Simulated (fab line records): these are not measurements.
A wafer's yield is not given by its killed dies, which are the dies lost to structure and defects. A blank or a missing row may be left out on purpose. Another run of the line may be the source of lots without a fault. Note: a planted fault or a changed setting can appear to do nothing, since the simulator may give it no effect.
Matching of chambers -- flow nand-harc -- NHARC_P_GATE_DEP_103 on pecvd-04 has 3 sister chambers
The step deposits SiON, target thk 30 nm. 20 wafers are shown with their chamber, then 10 later ones without.

## EACH WAFER AND ITS CHAMBER
wafer,chamber,heater-power-w (W)
L379.1,0,776
L379.3,2,588
L379.6,1,726
L380.2,0,839
L380.3,1,687
L380.4,0,833
L382.4,2,604
L382.5,0,768
L382.6,1,700
L383.2,0,796
L383.5,1,748
L383.6,0,788
L384.1,2,674
L384.4,1,668
L384.6,2,691
L385.1,0,810
L385.3,1,742
L385.6,0,827
L388.2,0,818
L388.3,2,625

SIGNATURES, as means of the wafers listed above
reading,chamber 0,chamber 1,chamber 2,scatter within a chamber
heater-power-w,806.11,711.83,636.40,32.7
Rule: a wafer lies at a distance from a chamber equal to the root of the sum of squares, over the readings, of (its reading less the chamber's mean, divided by the reading's scatter). The wafer belongs to the nearest chamber; if the next one is less than 2 further off, it can't be placed. The scatter is the square root of a quotient: the sum, over the shown wafers, of each reading's squared deviation from its chamber's mean, divided by wafers minus chambers.

## WAFERS WHOSE CHAMBER IS MISSING
wafer,heater-power-w (W)
L388.5,828
L389.2,876
L389.4,891
L389.5,657
L392.1,856
L392.3,700
L392.4,681
L401.1,824
L401.2,678
L401.4,697

## EACH ONE'S CHAMBER
wafer,from the rows above,in truth
L388.5,0,0
L389.2,0,0
L389.4,0,0
L389.5,can't be placed: 2 or 1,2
L392.1,0,0
L392.3,can't be placed: 1 or 2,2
L392.4,can't be placed: 1 or 2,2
L401.1,0,0
L401.2,can't be placed: 1 or 2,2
L401.4,can't be placed: 1 or 2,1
Correct placement for 5 of the 10. These rows do not allow placing 5 (true chamber among the candidates in 5). Placed wrongly: 0.
